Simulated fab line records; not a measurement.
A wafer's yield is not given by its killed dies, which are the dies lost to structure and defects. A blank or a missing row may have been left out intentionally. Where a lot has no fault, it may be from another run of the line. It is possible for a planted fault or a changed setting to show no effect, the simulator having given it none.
Matching of chambers || flow n5Finfet || pecvd-01 running N5_FIN_SAQP_PECVD_48: 3 sister chambers
The step deposits SiNx from SiH4/NH3/N2, target thk 25 nm, time 22.1 s. 14 wafers are shown with their chamber, then 7 later ones without.

## EACH WAFER AND ITS CHAMBER
{"wafer": "L078.2", "chamber": 0, "throttleValvePct (%)": 38.9, "showerheadPlenumPTorr (Torr)": 5.24, "heaterPowerW (W)": 743}
{"wafer": "L078.4", "chamber": 1, "throttleValvePct (%)": 38.6, "showerheadPlenumPTorr (Torr)": 5.08, "heaterPowerW (W)": 675}
{"wafer": "L078.6", "chamber": 2, "throttleValvePct (%)": 42.5, "showerheadPlenumPTorr (Torr)": 5.20, "heaterPowerW (W)": 849}
{"wafer": "L082.1", "chamber": 0, "throttleValvePct (%)": 39.4, "showerheadPlenumPTorr (Torr)": 5.25, "heaterPowerW (W)": 797}
{"wafer": "L082.2", "chamber": 2, "throttleValvePct (%)": 42.2, "showerheadPlenumPTorr (Torr)": 5.23, "heaterPowerW (W)": 793}
{"wafer": "L082.6", "chamber": 0, "throttleValvePct (%)": 39.0, "showerheadPlenumPTorr (Torr)": 5.23, "heaterPowerW (W)": 801}
{"wafer": "L085.2", "chamber": 0, "throttleValvePct (%)": 39.0, "showerheadPlenumPTorr (Torr)": 5.25, "heaterPowerW (W)": 813}
{"wafer": "L085.4", "chamber": 1, "throttleValvePct (%)": 38.9, "showerheadPlenumPTorr (Torr)": 5.06, "heaterPowerW (W)": 683}
{"wafer": "L085.5", "chamber": 2, "throttleValvePct (%)": 42.2, "showerheadPlenumPTorr (Torr)": 5.21, "heaterPowerW (W)": 849}
{"wafer": "L086.1", "chamber": 2, "throttleValvePct (%)": 42.2, "showerheadPlenumPTorr (Torr)": 5.21, "heaterPowerW (W)": 850}
{"wafer": "L086.3", "chamber": 0, "throttleValvePct (%)": 38.9, "showerheadPlenumPTorr (Torr)": 5.23, "heaterPowerW (W)": 854}
{"wafer": "L086.5", "chamber": 0, "throttleValvePct (%)": 39.4, "showerheadPlenumPTorr (Torr)": 5.25, "heaterPowerW (W)": 859}
{"wafer": "L089.4", "chamber": 0, "throttleValvePct (%)": 39.3, "showerheadPlenumPTorr (Torr)": 5.24, "heaterPowerW (W)": 717}
{"wafer": "L089.5", "chamber": 1, "throttleValvePct (%)": 38.6, "showerheadPlenumPTorr (Torr)": 5.07, "heaterPowerW (W)": 654}

SIGNATURES, as means of the wafers listed above
{"reading": "throttleValvePct", "chamber 0": 39.129, "chamber 1": 38.700, "chamber 2": 42.275, "scatter within a chamber": 0.2}
{"reading": "showerheadPlenumPTorr", "chamber 0": 5.2414, "chamber 1": 5.0700, "chamber 2": 5.2125, "scatter within a chamber": 0.0103}
{"reading": "heaterPowerW", "chamber 0": 797.71, "chamber 1": 670.67, "chamber 2": 835.25, "scatter within a chamber": 42.1}
Rule: for each reading, subtract the chamber's mean from the wafer's reading, divide by that reading's scatter and square the result; add these up over the readings and take the root, which gives the wafer's distance from the chamber. If the next closest chamber is less than 2 further off than the closest, the wafer can't be placed; otherwise it belongs to the closest. The scatter is the square root of a quotient: the sum, over the shown wafers, of each reading's squared deviation from its chamber's mean, divided by wafers minus chambers.

## WAFERS WITHOUT THEIR CHAMBER
{"wafer": "L089.6", "throttleValvePct (%)": 42.0, "showerheadPlenumPTorr (Torr)": 5.22, "heaterPowerW (W)": 734}
{"wafer": "L093.2", "throttleValvePct (%)": 39.2, "showerheadPlenumPTorr (Torr)": 5.25, "heaterPowerW (W)": 750}
{"wafer": "L093.5", "throttleValvePct (%)": 39.2, "showerheadPlenumPTorr (Torr)": 5.24, "heaterPowerW (W)": 761}
{"wafer": "L093.6", "throttleValvePct (%)": 38.8, "showerheadPlenumPTorr (Torr)": 5.07, "heaterPowerW (W)": 628}
{"wafer": "L097.1", "throttleValvePct (%)": 38.6, "showerheadPlenumPTorr (Torr)": 5.07, "heaterPowerW (W)": 674}
{"wafer": "L097.5", "throttleValvePct (%)": 42.4, "showerheadPlenumPTorr (Torr)": 5.21, "heaterPowerW (W)": 860}
{"wafer": "L097.6", "throttleValvePct (%)": 39.0, "showerheadPlenumPTorr (Torr)": 5.07, "heaterPowerW (W)": 676}

## WHICH CHAMBER EACH ONE RAN IN
{"wafer": "L089.6", "from the rows above": 2, "in truth": 2}
{"wafer": "L093.2", "from the rows above": 0, "in truth": 0}
{"wafer": "L093.5", "from the rows above": 0, "in truth": 0}
{"wafer": "L093.6", "from the rows above": 1, "in truth": 1}
{"wafer": "L097.1", "from the rows above": 1, "in truth": 1}
{"wafer": "L097.5", "from the rows above": 2, "in truth": 2}
{"wafer": "L097.6", "from the rows above": 1, "in truth": 1}
7 of 7 placed correctly. Can't be placed from these rows: 0. Wrongly placed: 0.
